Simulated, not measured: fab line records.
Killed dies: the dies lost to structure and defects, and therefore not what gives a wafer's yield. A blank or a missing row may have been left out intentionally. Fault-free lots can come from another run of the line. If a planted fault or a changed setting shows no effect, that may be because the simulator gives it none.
Split-lot trial    flow n5-finfet    on a route of 1938 steps: 7 lots, 21 wafers read

## ON THE SPLIT
At N5_BEOL_M15_PEB_26 (peb time 90 s), the setting peb-time-s was moved away from the recipe's 90 s on 6 of the 21 wafers read, by -21.7% to +8.4%. All remaining wafers had this setting at the recipe value.

## FROM THE SPLIT TO THE READING: what the file shows between them, 2 steps
- N5_BEOL_M15_DEVELOP_27: develop time 45 s
- N5_BEOL_M15_HARDBAKE_32: time 120 s

## THE READING
cd-nm (nm) at N5_BEOL_M15_CD_MEAS_28, where the cd target is 407.6 nm. On this fab line, fault-free wafers typically give 408.0 nm with a standard deviation of 1.9 nm.

wafer   tool, chamber at the split  peb-time-s as run, s  against the recipe  cd-nm, nm  against lot-mates on the recipe
L079.3  litho-track-04, 0           90                    recipe              404.2      -
L079.4  litho-track-04, 0           90                    recipe              404.7      -
L079.6  litho-track-04, 0           90                    recipe              408.7      -
L075.2  litho-track-04, 0           90                    recipe              406.0      -
L075.3  litho-track-04, 0           70.46                 -21.7%              397.3      -8.7
L075.6  litho-track-04, 0           70.46                 -21.7%              396.1      -9.9
L081.1  litho-track-02, 0           90                    recipe              413.0      -
L081.2  litho-track-02, 0           90                    recipe              409.6      -
L081.4  litho-track-02, 0           90                    recipe              413.5      -
L088.1  litho-track-02, 0           90                    recipe              410.3      -
L088.2  litho-track-02, 0           90                    recipe              408.5      -
L088.4  litho-track-02, 0           72.53                 -19.4%              396.7      -12.7
L091.2  litho-track-04, 0           97.53                 +8.4%               410.3      +2.8
L091.4  litho-track-04, 0           97.53                 +8.4%               411.9      +4.4
L091.6  litho-track-04, 0           90                    recipe              407.5      -
L095.1  litho-track-04, 0           90                    recipe              405.6      -
L095.3  litho-track-04, 0           90                    recipe              405.1      -
L095.4  litho-track-04, 0           95.97                 +6.6%               409.7      +4.3
L096.4  litho-track-02, 0           90                    recipe              404.6      -
L096.5  litho-track-02, 0           90                    recipe              405.0      -
L096.6  litho-track-02, 0           90                    recipe              403.0      -

FIT RESULTS
A straight line over all 21 wafers: cd-nm changes by +0.493 nm for each +1% of peb-time-s; r = +0.84; the points scatter about the line by 2.8 nm.
The same after taking each lot's own level away (the mean of its wafers on the recipe; 21 wafers): +0.491 nm for each +1%; r = +0.94; scatter 1.5 nm.
According to that fit, moving peb-time-s by its largest amount changes the reading by 11 nm.
From 404.20 to 412.03 nm: that is the span of the lots' own levels, equal to 4.1 times the standard deviation above.
Hence the lot-to-lot level has little effect on the slope; both slopes agree.
Check: with one of the wafers moved furthest among these (-21.7%) left out of the fit, the line predicts -11.6 nm for it against its lot-mates. Against them it came out at -8.7 nm.

## FURTHER SPLITS ON THESE WAFERS
Before the reading, these wafers also passed through other splits. Each is held against what the fit with the lots' levels taken away leaves over:
other split on the same wafers     wafers away from the commonest value  r with cd-nm (lot level and that fit taken away)
N5_BEOL_M13_COAT_04 spin-rpm       6                                     -0.24
N5_BEOL_M14_TRENCH_ETCH_34 bias-w  5                                     +0.22
N5_BEOL_M14_SPUTTER_43 time-s      7                                     +0.01
N5_BEOL_M15_COAT_22 spin-rpm       7                                     +0.32

## THE WHOLE CHAIN: every reading that the file lists as answering this split, in the file's order
step                        what it does                                                   reading                                                          change (the file's fit)                r (the file's)
N5_BEOL_M15_CD_MEAS_28      target cd 407.6 nm                                             cd-nm                                                            +0.528 nm for each +1% of the setting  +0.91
N5_BEOL_M15_DESCUM_33       chemistry O2, time 7.9 s                                       BEOL_M15.cd-nm (the simulator's own value, which no gauge read)  +0.534 nm for each +1% of the setting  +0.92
N5_BEOL_M15_TRENCH_ETCH_34  etches SiO2 in C4F8/O2/Ar, target depth 872.93 nm, time 199 s  BEOL_M15.cd-nm (the simulator's own value, which no gauge read)  +0.554 nm for each +1% of the setting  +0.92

## FILE'S OWN FIT
cd-nm changes by +0.528 nm for each +1% of peb-time-s, r = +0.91.
